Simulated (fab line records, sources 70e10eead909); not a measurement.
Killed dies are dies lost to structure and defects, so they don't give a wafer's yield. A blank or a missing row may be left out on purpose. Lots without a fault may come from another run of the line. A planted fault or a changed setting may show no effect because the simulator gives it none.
Chamber matching | flow nand_harc | NHARC_A_CONTACT_ETCH_92 on rie_diel-02: 4 sister chambers
The step etches the open film in CH3F/O2, target depth 40 nm, time 85.7 s. 14 wafers are shown with their chamber, then 7 later ones without.

WAFERS WITH THEIR CHAMBER
wafer  | chamber | drypump_motor_current_A (A) | showerhead_plenum_p_Torr (Torr) | rf_vpp_V (V)
L075.1 | 1       | 6.4                         | 2.50                            | 245.4
L075.3 | 0       | 5.1                         | 2.46                            | 243.2
L075.5 | 3       | 5.2                         | 2.40                            | 243.3
L077.1 | 1       | 6.4                         | 2.50                            | 245.5
L077.2 | 3       | 5.2                         | 2.39                            | 243.8
L077.3 | 2       | 6.4                         | 2.41                            | 243.3
L083.3 | 2       | 6.3                         | 2.40                            | 243.8
L083.5 | 1       | 6.3                         | 2.49                            | 245.8
L083.6 | 0       | 5.1                         | 2.46                            | 245.4
L091.1 | 3       | 5.2                         | 2.38                            | 244.1
L091.3 | 0       | 5.1                         | 2.44                            | 244.8
L091.4 | 2       | 6.4                         | 2.39                            | 243.8
L092.1 | 3       | 5.2                         | 2.37                            | 242.4
L092.4 | 1       | 6.3                         | 2.48                            | 244.0

SIGNATURES (means of the wafers above)
reading                  | chamber 0 | chamber 1 | chamber 2 | chamber 3 | scatter within a chamber
drypump_motor_current_A  | 5.100     | 6.350     | 6.367     | 5.200     | 0.0408
showerhead_plenum_p_Torr | 2.4533    | 2.4925    | 2.4000    | 2.3850    | 0.0111
rf_vpp_V                 | 244.467   | 245.175   | 243.633   | 243.400   | 0.796
Rule: a wafer's distance from a chamber is the root of the sum, over the readings, of the square of ((its reading less the chamber's mean) divided by the reading's scatter). The wafer belongs to the nearest chamber; if the next one is less than 2 further off, it can't be placed. The scatter: the root of (the sum of the squares of (reading less its chamber's mean) over the shown wafers, divided by (wafers less chambers)).

WAFERS WITHOUT THEIR CHAMBER
wafer  | drypump_motor_current_A (A) | showerhead_plenum_p_Torr (Torr) | rf_vpp_V (V)
L092.6 | 6.3                         | 2.48                            | 243.9
L093.2 | 6.3                         | 2.39                            | 243.9
L093.4 | 5.1                         | 2.44                            | 244.2
L093.6 | 5.2                         | 2.37                            | 243.9
L095.2 | 5.2                         | 2.37                            | 243.7
L095.4 | 5.1                         | 2.44                            | 243.7
L095.6 | 5.2                         | 2.37                            | 243.0

WHICH CHAMBER EACH WENT THROUGH
wafer  | from the rows above | in truth
L092.6 | 1                   | 1
L093.2 | 2                   | 2
L093.4 | 0                   | 0
L093.6 | 3                   | 3
L095.2 | 3                   | 3
L095.4 | 0                   | 0
L095.6 | 3                   | 3
Placed correctly: 7 of 7. Can't be placed from these rows: 0. Placed wrongly: 0.
